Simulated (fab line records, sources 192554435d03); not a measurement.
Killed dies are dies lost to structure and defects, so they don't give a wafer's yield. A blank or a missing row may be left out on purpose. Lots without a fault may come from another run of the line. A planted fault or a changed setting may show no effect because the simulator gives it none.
A struck lot beside a sound one | flow n5_finfet | 18 steps out of a route of 1938
Sound: wafers L581.1, L581.2, L581.6. Struck: wafers L591.2, L591.4, L591.6. The cause comes at the end.
At each step with rows: each side's tool, then ch and its chambers, then its first start. Under that, the readings that differ: sound wafers | struck wafers | difference of the means | sigmas: that difference in standard deviations of wafers without a fault.
alike: readings whose means differ by less than 2 such deviations, and words and numbers that are the same on both sides. not compared: withheld readings, readings that some wafer has no value for, bounds like >300 that may hide the same value, and numbers for which the record gives no deviation and whose values overlap.
The two part at a step that has a row with sigmas, a row that says differs or no value, or rows on one side only. Numbers that don't overlap but have no deviation are shown without sigmas and don't part them. A reading that every wafer of one side lacks parts them only if that side has two wafers or more.

first, 1 step without rows for these wafers: N5_SD_EPI_P_WET_ETCH_45 (etches SiO2 in dHF, time 10.7 s, target depth 2 nm, rinse time 30 s).
N5_SD_EPI_P_STRIP_40: strips in N2/H2.
  sound on plasma_asher-01 ch 0,1, day 5 18:23; struck on plasma_asher-01 ch 0,1, day 8 07:16
  alike: drypump_motor_current_A, heater_power_w, n2_flow_sccm, oes_product_au, temp_c
  not compared: rf_hours_counter_h
then, 5 steps without rows for these wafers: N5_SD_EPI_P_PRECLEAN_52 (cleans in O3/DIW, time 60 s); N5_SD_EPI_P_SRD_20 (time 30 s); N5_SD_EPI_P_PRECLEAN_51 (cleans in NF3:NH3, afs cycles 1, time 20 s, sublimation time 60 s); N5_SD_EPI_P_VAPOR_ETCH_44 (etches SiGe30 in NF3/Ar, time 3.3 s); N5_SD_EPI_P_EPI_21 (deposits SiGe:B, time 355 s).
N5_SD_EPI_P_EPI_MEAS_23:
  sound on film_metro-01, day 5 21:14; struck on film_metro-01, day 8 10:49
  alike: thk_nm
then, 4 steps without rows for these wafers: N5_SD_EPI_P_HM_STRIP_48 (strips SiNx in H3PO4, material SiNx, target depth 3 nm); N5_SD_EPI_P_SRD_49 (time 30 s); N5_SD_EPI_P_PRECLEAN_24 (cleans in O3/DIW, time 45 s); N5_SD_EPI_P_PRECLEAN_32 (cleans in dHF, time 10 s).
N5_SD_EPI_P_PRECLEAN_33: cleans in SC2, time 45 s.
  sound on wet_bench-05 ch 1,3,5, day 5 21:21; struck on wet_bench-05 ch 1,5,7, day 8 10:57
  alike: temp_c
then, 1 step without rows for these wafers: N5_SD_EPI_P_SRD_25 (time 30 s).
N5_SD_EPI_P_INSPECT_26: inspects for defects (darkfield).
  sound on defect_inspect-02, day 5 21:24; struck on defect_inspect-02, day 8 11:00
  reading          | sound       | struck      | difference | sigmas
  raw_defect_count | 214 143 158 | 602 605 581 | +424       | +11
N5_SD_ACTIVATION_RTA_00: time 0 s.
  sound on rtp_anneal-02 ch 0, day 5 21:27; struck on rtp_anneal-01 ch 0, day 8 11:15
  alike: lamp_power_pct, wafer_temp_C_max
-- the record jumps here: 5 days lie between the struck wafers' starts before and after (it left off in module SD_ACTIVATION and takes up again in module BEOL_M4, whose first step shown is number 1111 of the route) --
N5_BEOL_M4_RC_MEAS_101:
  sound on prober-01 ch 0, day 10 06:24; struck on prober-02 ch 0, day 13 03:19
  alike: DIBL_N, DIBL_P, IOFF_N, IOFF_P, ION_N, ION_P, SS_N, SS_P, VT_N, VT_P
-- the record jumps here: 4 days lie between the struck wafers' starts before and after (it left off in module BEOL_M4 and takes up again in module PASSIVATION, whose first step shown is number 1936 of the route) --
N5_PASSIVATION_PROBE_49:
  sound on prober-02, day 14 19:43; struck on prober-02, day 17 12:04
  reading                  | sound          | struck         | difference | sigmas
  defect_limited_yield (%) | 91.5 91.5 92.2 | 85.1 90.1 84.7 | -5.1       | -4
  killed_at_front_end      | 41 48 37       | 134 69 131     | +69        | +5
  killed_dies              | 100 100 92     | 176 117 180    | +60        | +4
  sort_bin_5_function (%)  | 4.9 5.3 3.7    | 9.1 5.6 10.6   | +3.8       | +4
  sort_n_pass              | 1080 1080 1088 | 1004 1063 1000 | -60        | -4
  alike: killed_at_M0_to_M3, killed_at_M4_up, killed_at_contacts, killed_at_other, killed_open, killed_short, sort_bin_6_memory, sort_bin_8_speed

WHERE THEY PART
First at N5_SD_EPI_P_INSPECT_26; last, within this record, at N5_PASSIVATION_PROBE_49.

WHY: what the simulator had put in
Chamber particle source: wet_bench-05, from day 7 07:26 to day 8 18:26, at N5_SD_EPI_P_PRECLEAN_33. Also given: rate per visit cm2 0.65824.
